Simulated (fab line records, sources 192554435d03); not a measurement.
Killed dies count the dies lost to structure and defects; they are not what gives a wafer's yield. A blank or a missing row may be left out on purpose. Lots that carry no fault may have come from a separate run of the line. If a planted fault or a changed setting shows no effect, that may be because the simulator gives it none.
Chamber matching    flow n5 finfet    N5_BEOL_M3_ILD_DEP_00 on pecvd-03: 3 sister chambers
The step deposits SiOC from DEMS/O2, target thk 79 nm, time 15.3 s. 18 wafers are shown with their chamber, then 9 later ones without.

## EACH WAFER AND ITS CHAMBER
wafer   chamber  heater power w (W)  throttle valve pct (%)  showerhead plenum p Torr (Torr)
L075.2  1        484                 11.7                    5.714
L075.4  2        657                 11.3                    5.674
L075.6  1        494                 11.9                    5.715
L080.3  2        649                 11.9                    5.674
L080.5  2        633                 11.6                    5.678
L080.6  0        506                 12.6                    5.701
L081.2  1        432                 11.6                    5.716
L081.3  0        530                 12.6                    5.697
L081.4  2        637                 11.7                    5.684
L083.1  2        592                 11.7                    5.674
L083.2  0        480                 12.8                    5.681
L083.3  0        493                 13.0                    5.706
L085.1  1        452                 11.5                    5.698
L085.3  2        662                 11.6                    5.663
L085.5  1        460                 11.5                    5.710
L086.2  2        627                 11.7                    5.681
L086.3  1        458                 11.9                    5.709
L086.6  2        633                 11.8                    5.675

SIGNATURES (averages over the wafers above)
reading                   chamber 0  chamber 1  chamber 2  scatter within a chamber
heater power w            502.25     463.33     636.25     21.9
throttle valve pct        12.750     11.683     11.662     0.182
showerhead plenum p Torr  5.69625    5.71033    5.67537    0.0075
Rule: a wafer's distance from a chamber is the root of the sum, over the readings, of the square of ((its reading less the chamber's mean) divided by the reading's scatter). The wafer belongs to the nearest chamber; if the next one is less than 2 further off, it can't be placed. How the scatter is found: for the shown wafers, subtract from each reading the mean of its chamber, square and add these, divide the total by (wafers less chambers), then take the root.

## WAFERS MISSING THEIR CHAMBER
wafer   heater power w (W)  throttle valve pct (%)  showerhead plenum p Torr (Torr)
L089.1  497                 11.7                    5.700
L089.5  539                 13.1                    5.688
L089.6  650                 11.6                    5.685
L088.1  528                 12.8                    5.682
L088.4  655                 11.9                    5.680
L088.6  538                 12.8                    5.673
L090.1  667                 11.7                    5.660
L090.3  483                 11.4                    5.695
L090.4  664                 11.9                    5.680

## CHAMBER TAKEN BY EACH
wafer   from the rows above  in truth
L089.1  1                    1
L089.5  0                    0
L089.6  2                    2
L088.1  0                    0
L088.4  2                    2
L088.6  0                    0
L090.1  2                    2
L090.3  1                    1
L090.4  2                    2
Correctly placed: 9 of 9. Can't be placed from these rows: 0. Placed wrongly: 0.
